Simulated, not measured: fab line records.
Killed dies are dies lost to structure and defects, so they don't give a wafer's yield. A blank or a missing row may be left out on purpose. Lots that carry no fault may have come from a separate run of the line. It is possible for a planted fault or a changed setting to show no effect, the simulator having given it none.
The same fault as seen by 2 desks :: flow nand_harc :: each desk holds nothing but its own numbers, with what lay behind them at the end

## FROM THE METROLOGY DESK
Lot by lot, what the gauges showed, no matter which tool ran the lot: averages of those sampled wafers that carry a number. A lot is out of limits, marked OUT, if its mean lies more than 4 standard deviations from the usual mean; the brackets give that distance.
Columns: A = thk_nm at NHARC_P_M1_THK_MEAS_24, usual 158.0 nm
lot: L525
first seen here: day 6 17:34
A: 159.1

lot: L526
first seen here: day 6 19:55
A: 159.8

lot: L528
first seen here: day 7 12:26
A: 157.2

lot: L531
first seen here: day 8 22:04
A: 158.1

lot: L532
first seen here: day 9 04:45
A: 158.5

lot: L540
first seen here: day 12 21:23
A: 157.6

lot: L544
first seen here: day 14 06:22
A: 156.7

lot: L545
first seen here: day 14 14:37
A: 158.3

lot: L546
first seen here: day 14 23:34
A: 156.8

lot: L547
first seen here: day 15 10:01
A: 158.6

lot: L548
first seen here: day 15 23:59
A: 157.2
This desk found nothing out of limits on any of the 11 lots.

## FOR THE TOOL OWNER'S DESK: rie_diel-07
The tool's own readings at NHARC_P_M1_ETCH_28 (etches the open film in CF4/N2, target depth 30 nm, time 72.99 s): means of the sampled wafers that have a number, for each lot that ran on this tool. A lot is out of limits, marked OUT, if its mean lies more than 4 standard deviations from the usual mean; the brackets give that distance.
Columns: A = drypump_motor_current_A at NHARC_P_M1_ETCH_28, usual 5.7 A; B = n2_flow_sccm at NHARC_P_M1_ETCH_28, usual 99.9 sccm; C = oes_product_au at NHARC_P_M1_ETCH_28, usual 0.999 a.u.; D = rf_vpp_V at NHARC_P_M1_ETCH_28, usual 313.8 V; E = run_length_s at NHARC_P_M1_ETCH_28, usual 94.0 s; F = showerhead_plenum_p_Torr at NHARC_P_M1_ETCH_28, usual 2.61 Torr; G = throttle_valve_pct at NHARC_P_M1_ETCH_28, usual 19.793 %
lot: L525
first seen here: day 6 15:46
A: 6.0
B: 99.9
C: 0.988
D: 312.9
E: 94.0
F: 2.56
G: 19.790

lot: L531
first seen here: day 8 20:15
A: 5.9
B: 99.9
C: 0.994
D: 313.8
E: 88.8 (-11) OUT
F: 2.60
G: 19.799

lot: L532
first seen here: day 9 02:58
A: 5.9
B: 99.8
C: 0.996
D: 313.6
E: 88.8 (-11) OUT
F: 2.60
G: 19.790

lot: L540
first seen here: day 12 19:35
A: 6.2
B: 100.4
C: 1.001
D: 313.8
E: 94.5
F: 2.60
G: 19.798

lot: L545
first seen here: day 14 12:48
A: 5.9
B: 100.2
C: 0.994
D: 314.8
E: 93.5
F: 2.68
G: 19.787
This desk's verdict: out of limits on L531, L532, starting with L531 at day 8 20:15 (run_length_s at NHARC_P_M1_ETCH_28). In limits: L525, L540, L545.

## PUT TOGETHER
On L531, L532, at day 8 20:15, an alarm was possible from the tool owner's desk.
From the metrology desk's view, nothing was out of limits.
The metrology desk holds a record of L531, L532, inside its limits.
Every lot named ran NHARC_P_M1_ETCH_28 on rie_diel-07.

## WHAT THE SIMULATOR PUT IN
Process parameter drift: rie_diel-07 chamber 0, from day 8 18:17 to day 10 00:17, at NHARC_P_M1_ETCH_28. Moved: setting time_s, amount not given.
Struck lots among those shown: L531, L532.
How many hours passed from the start of the fault until each desk's first out-of-limits reading: the tool owner's desk, 2.
